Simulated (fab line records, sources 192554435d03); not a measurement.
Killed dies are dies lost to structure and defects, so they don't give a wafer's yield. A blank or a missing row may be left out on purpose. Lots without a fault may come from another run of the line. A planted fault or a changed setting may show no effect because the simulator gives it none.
Chamber matching | flow n5_finfet | N5_BEOL_M1_ETCH_63 on rie_diel-05: 4 sister chambers
The step etches SiARC in CF4, target depth 15.6 nm, time 26 s. 27 wafers are shown with their chamber, then 12 later ones without.

WAFERS WITH THEIR CHAMBER
wafer  | chamber | drypump_motor_current_A (A) | showerhead_plenum_p_Torr (Torr) | throttle_valve_pct (%)
L074.1 | 1       | 5.8                         | 2.11                            | 15.37
L074.2 | 0       | 5.0                         | 2.15                            | 15.91
L074.3 | 2       | 5.9                         | 2.17                            | 15.61
L074.4 | 3       | 5.8                         | 2.23                            | 15.96
L074.5 | 3       | 5.8                         | 2.24                            | 15.97
L074.6 | 2       | 5.9                         | 2.17                            | 15.60
L075.1 | 3       | 5.8                         | 2.23                            | 15.97
L075.2 | 2       | 6.0                         | 2.16                            | 15.60
L075.3 | 0       | 5.0                         | 2.15                            | 15.90
L075.4 | 1       | 5.8                         | 2.11                            | 15.39
L075.5 | 2       | 5.9                         | 2.17                            | 15.61
L075.6 | 3       | 5.8                         | 2.23                            | 15.97
L078.1 | 0       | 5.0                         | 2.15                            | 15.90
L078.3 | 3       | 5.8                         | 2.23                            | 15.98
L078.5 | 0       | 5.0                         | 2.15                            | 15.92
L082.2 | 0       | 5.0                         | 2.15                            | 15.93
L082.4 | 1       | 5.8                         | 2.11                            | 15.41
L082.6 | 1       | 5.8                         | 2.11                            | 15.40
L085.3 | 0       | 5.0                         | 2.15                            | 15.94
L085.5 | 0       | 5.0                         | 2.15                            | 15.94
L085.6 | 3       | 5.8                         | 2.23                            | 16.02
L087.2 | 0       | 5.0                         | 2.15                            | 15.95
L087.3 | 3       | 5.8                         | 2.23                            | 16.01
L087.4 | 1       | 5.8                         | 2.11                            | 15.43
L089.4 | 0       | 5.0                         | 2.14                            | 15.95
L089.5 | 0       | 5.0                         | 2.14                            | 15.96
L089.6 | 1       | 5.9                         | 2.11                            | 15.42

SIGNATURES (means of the wafers above)
reading                  | chamber 0 | chamber 1 | chamber 2 | chamber 3 | scatter within a chamber
drypump_motor_current_A  | 5.000     | 5.817     | 5.925     | 5.800     | 0.0262
showerhead_plenum_p_Torr | 2.1480    | 2.1100    | 2.1675    | 2.2314    | 0.00373
throttle_valve_pct       | 15.9300   | 15.4033   | 15.6050   | 15.9829   | 0.0206
Rule: a wafer's distance from a chamber is the root of the sum, over the readings, of the square of ((its reading less the chamber's mean) divided by the reading's scatter). The wafer belongs to the nearest chamber; if the next one is less than 2 further off, it can't be placed. The scatter: the root of (the sum of the squares of (reading less its chamber's mean) over the shown wafers, divided by (wafers less chambers)).

WAFERS WITHOUT THEIR CHAMBER
wafer  | drypump_motor_current_A (A) | showerhead_plenum_p_Torr (Torr) | throttle_valve_pct (%)
L092.1 | 5.9                         | 2.15                            | 15.67
L092.2 | 5.0                         | 2.14                            | 15.97
L092.3 | 5.9                         | 2.22                            | 16.04
L092.4 | 5.8                         | 2.10                            | 15.43
L092.5 | 5.0                         | 2.14                            | 15.97
L092.6 | 5.8                         | 2.10                            | 15.43
L093.1 | 5.0                         | 2.14                            | 15.98
L093.2 | 5.8                         | 2.22                            | 16.04
L093.3 | 5.8                         | 2.10                            | 15.45
L095.1 | 5.0                         | 2.14                            | 15.98
L095.2 | 6.0                         | 2.15                            | 15.68
L095.3 | 5.8                         | 2.22                            | 16.05

WHICH CHAMBER EACH WENT THROUGH
wafer  | from the rows above | in truth
L092.1 | 2                   | 2
L092.2 | 0                   | 0
L092.3 | 3                   | 3
L092.4 | 1                   | 1
L092.5 | 0                   | 0
L092.6 | 1                   | 1
L093.1 | 0                   | 0
L093.2 | 3                   | 3
L093.3 | 1                   | 1
L095.1 | 0                   | 0
L095.2 | 2                   | 2
L095.3 | 3                   | 3
Placed correctly: 12 of 12. Can't be placed from these rows: 0. Placed wrongly: 0.
